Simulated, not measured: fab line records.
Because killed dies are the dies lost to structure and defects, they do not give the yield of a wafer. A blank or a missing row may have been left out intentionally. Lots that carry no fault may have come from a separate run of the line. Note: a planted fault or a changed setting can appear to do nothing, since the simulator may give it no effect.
Chamber matching || flow n5Finfet || N5_BEOL_M15_ETCH_61 on rieDiel-04 has 4 sister chambers
The step etches BARC in N2/H2, target depth 89 nm, overetch 26.7 nm, time 67.9 s. 4 wafers are shown with their chamber, then 10 later ones without.

== WAFERS PAIRED WITH THEIR CHAMBERS ==
{"wafer": "L083.4", "chamber": 2, "drypumpMotorCurrentA (A)": 6.0}
{"wafer": "L083.6", "chamber": 0, "drypumpMotorCurrentA (A)": 5.1}
{"wafer": "L084.1", "chamber": 1, "drypumpMotorCurrentA (A)": 5.5}
{"wafer": "L084.2", "chamber": 3, "drypumpMotorCurrentA (A)": 6.4}

== WAFERS WHOSE CHAMBER IS MISSING ==
{"wafer": "L084.4", "drypumpMotorCurrentA (A)": 5.1}
{"wafer": "L091.2", "drypumpMotorCurrentA (A)": 6.0}
{"wafer": "L091.4", "drypumpMotorCurrentA (A)": 5.1}
{"wafer": "L091.5", "drypumpMotorCurrentA (A)": 5.5}
{"wafer": "L092.2", "drypumpMotorCurrentA (A)": 5.1}
{"wafer": "L092.4", "drypumpMotorCurrentA (A)": 6.4}
{"wafer": "L092.6", "drypumpMotorCurrentA (A)": 6.4}
{"wafer": "L090.2", "drypumpMotorCurrentA (A)": 5.5}
{"wafer": "L090.4", "drypumpMotorCurrentA (A)": 5.9}
{"wafer": "L090.6", "drypumpMotorCurrentA (A)": 6.4}

== CHAMBER TAKEN BY EACH ==
{"wafer": "L084.4", "from the rows above": 0, "in truth": 0}
{"wafer": "L091.2", "from the rows above": 2, "in truth": 2}
{"wafer": "L091.4", "from the rows above": 0, "in truth": 0}
{"wafer": "L091.5", "from the rows above": 1, "in truth": 1}
{"wafer": "L092.2", "from the rows above": 0, "in truth": 0}
{"wafer": "L092.4", "from the rows above": 3, "in truth": 3}
{"wafer": "L092.6", "from the rows above": 3, "in truth": 3}
{"wafer": "L090.2", "from the rows above": 1, "in truth": 1}
{"wafer": "L090.4", "from the rows above": 2, "in truth": 2}
{"wafer": "L090.6", "from the rows above": 3, "in truth": 3}
Correct placement for 10 of the 10. Left unplaced by these rows: 0. Number placed wrongly: 0.
How it was worked out, from the rows above alone: a wafer's distance from a chamber is the root of the sum, over the readings, of the square of ((its reading less the chamber's mean) divided by the reading's scatter). The wafer belongs to the nearest chamber; if the next one is less than 2 further off, it can't be placed. The mean given for a chamber averages the wafers shown for that chamber. The scatter: root of mean squared gap, hidden wafer to nearest shown wafer, with one shown wafer a chamber.
